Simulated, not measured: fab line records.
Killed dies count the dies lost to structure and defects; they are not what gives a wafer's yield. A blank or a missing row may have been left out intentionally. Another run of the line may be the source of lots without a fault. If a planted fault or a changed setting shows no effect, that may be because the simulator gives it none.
Struck lot and sound lot, side by side | flow n5-finfet | 37 out of 1938 route steps
Sound: wafers L216.1, L216.3, L216.4. Wafers struck: L220.3, L220.5, L220.6. The cause is given at the end.
For every step that has rows: the tool of each side, followed by ch and its chambers, followed by its first start. Under that, the readings that differ: sound wafers | struck wafers | difference of the means | sigmas: that difference in standard deviations of wafers without a fault.
alike: same words and numbers on both sides, and readings whose means sit less than 2 such deviations apart. not compared: any withheld reading, any reading some wafer has no value for, any bound like >300 that may hide the same value, and any number with overlapping values for which the record gives no deviation.
The two part at a step that has a row with sigmas, a row that says differs or no value, or rows on one side only. When numbers do not overlap yet have no deviation, they are printed without sigmas and do not part them. Lack of a reading on every wafer of one side parts them only where that side has two or more wafers.

first, 10 steps without rows for these wafers: N5_MOL_CONTACT_COAG_CO_FILL_22 (material Co, precursor CCTBA/H2, target thk 20 nm); N5_MOL_CONTACT_COAG_ANNEAL_113 (time 300 s); N5_MOL_CONTACT_COAG_PRE_CLEAN_142 (time 60 s); N5_MOL_CONTACT_COAG_SPUTTER_130 (material Co, target thk 47.5 nm); N5_MOL_CONTACT_COAG_PRECLEAN_125 (cleans in DIW, time 57.5 s); N5_MOL_CONTACT_COAG_SRD_126 (dry time 32 s); N5_MOL_CONTACT_COAG_CMP_23 (polishes, stops on SiO2, t overpolish 1.5 s, target thk 0 nm); N5_MOL_CONTACT_COAG_WET_ETCH_26 (target Co, target depth 13 nm); N5_MOL_CONTACT_COAG_WET_ETCH_116 (etches the open film in SC1-inhibited, target depth 4.6 nm, rinse time 30 s); N5_MOL_CONTACT_COAG_ALD_27 (deposits SiOC, target thk 17 nm, pulse time 1.5 s, time 2720 s).
N5_MOL_CONTACT_COAG_CMP_28: polishes, stops on SiNx, t overpolish 0.85 s, target thk 14.522 nm.
  sound on cmp-02 ch 0,2,3, day 7 21:05; struck on cmp-02 ch 1,2,3, day 8 14:05
  reading                | sound       | struck      | difference | sigmas
  time-to-endpoint-s (s) | 1.7 2.6 4.7 | 8.1 6.0 6.7 | +3.9       | +2
  alike: motor-current-A, slurry-flow-ml-min
then, 23 steps without rows for these wafers: N5_MOL_CONTACT_COAG_ALD_123 (deposits SiNx, target thk 5 nm, pulse time 1 s, purge time 2 s); N5_MOL_CONTACT_COAG_PECVD_31 (deposits SiO2 from TEOS/O2, target thk 46 nm, time 8.9 s); N5_MOL_CONTACT_COAG_COAT_75 (time 60 s, resist thk 60 nm); N5_MOL_CONTACT_COAG_COAT_76 (time 60 s, resist thk 10 nm); N5_MOL_CONTACT_COAG_COAT_77 (time 60 s, resist thk 10 nm); N5_MOL_CONTACT_COAG_COAT_78 (resist thk 40 nm); N5_MOL_CONTACT_COAG_EBR_80; N5_MOL_CONTACT_COAG_SOFTBAKE_79 (time 60 s); N5_MOL_CONTACT_COAG_EXPOSE_81 (exposes mask VG, defocus 0 nm); N5_MOL_CONTACT_COAG_PEB_82 (peb time 60 s); N5_MOL_CONTACT_COAG_DEVELOP_83 (develop time 30 s); N5_MOL_CONTACT_COAG_DESCUM_88 (chemistry O2, time 7 s); N5_MOL_CONTACT_COAG_ETCH_89 (etches underlayer in N2/H2, target depth 13 nm, time 10.4 s); N5_MOL_CONTACT_COAG_ETCH_90 (etches SiARC in CF4, target depth 13 nm, time 21.7 s); N5_MOL_CONTACT_COAG_ALD_131 (deposits SiO2, target thk 5 nm, pulse time 1 s, co reactant pulse time 1 s); N5_MOL_CONTACT_COAG_ETCHBACK_132 (etches SiO2 in CHF3, target depth 10 nm, time 6.7 s); N5_MOL_CONTACT_COAG_ETCH_91 (etches SOC in N2/H2, target depth 60 nm, overetch 21 nm, time 101.2 s); N5_MOL_CONTACT_COAG_STRIP_92 (strips in N2/H2); N5_MOL_CONTACT_COAG_STRIP_93 (strips in N2/H2); N5_MOL_CONTACT_COAG_ETCHBACK_135 (etches SiO2 in CHF3, target depth 25 nm, time 16.7 s); N5_MOL_CONTACT_COAG_STRIP_118 (strips in CHF3); N5_MOL_CONTACT_COAG_VIA_ETCH_46 (etches SiO2 in C4F6/O2, target depth 46 nm, overetch 9.2 nm, time 40 s); N5_MOL_CONTACT_COAG_STRIP_96 (strips in N2/H2).
N5_MOL_CONTACT_COAG_ETCH_47: etches SiNx in CH3F/O2, stops on W, target depth 27 nm.
  sound on rie-diel-03 ch 1,2,3, day 7 23:12; struck on rie-diel-02 ch 1,2, day 8 16:08
  reading                     | sound             | struck           | difference | sigmas
  drypump-motor-current-A (A) | 5.8 6.4 6.3       | 4.8 4.8 5.6      | -1.1       | -2
  model.etch.depth-nm (nm)    | 17.81 17.85 17.93 | 18.1 17.98 17.97 | +0.2       |
  alike: etch-rf-on-time-s, oes-product-au, rf-vpp-V, showerhead-plenum-p-Torr, throttle-valve-pct
  not compared: rf-hours-counter-h
then, 1 step without rows for these wafers: N5_MOL_CONTACT_COAG_STRIP_119 (strips in N2/H2, time 30 s).
-- here the record skips 3 days between the struck wafers' starts before and after, leaving off in module MOL_CONTACT_COAG and picking up in module BEOL_M4 (first step shown: number 1111 of the route) --
N5_BEOL_M4_RC_MEAS_101:
  sound on prober-02 ch 0, day 10 09:59; struck on prober-02 ch 0, day 11 04:13
  alike: DIBL_N, DIBL_P, IOFF_N, IOFF_P, ION_N, ION_P, SS_N, SS_P, VT_N, VT_P

== WHERE THEY PART ==
First at N5_MOL_CONTACT_COAG_CMP_28; last, within this record, at N5_MOL_CONTACT_COAG_ETCH_47. Later steps at which nothing parts them and some readings are alike: N5_BEOL_M4_RC_MEAS_101.

WHY: the cause the simulator had injected
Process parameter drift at N5_MOL_CONTACT_COAG_CMP_28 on cmp-02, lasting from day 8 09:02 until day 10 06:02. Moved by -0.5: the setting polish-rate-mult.
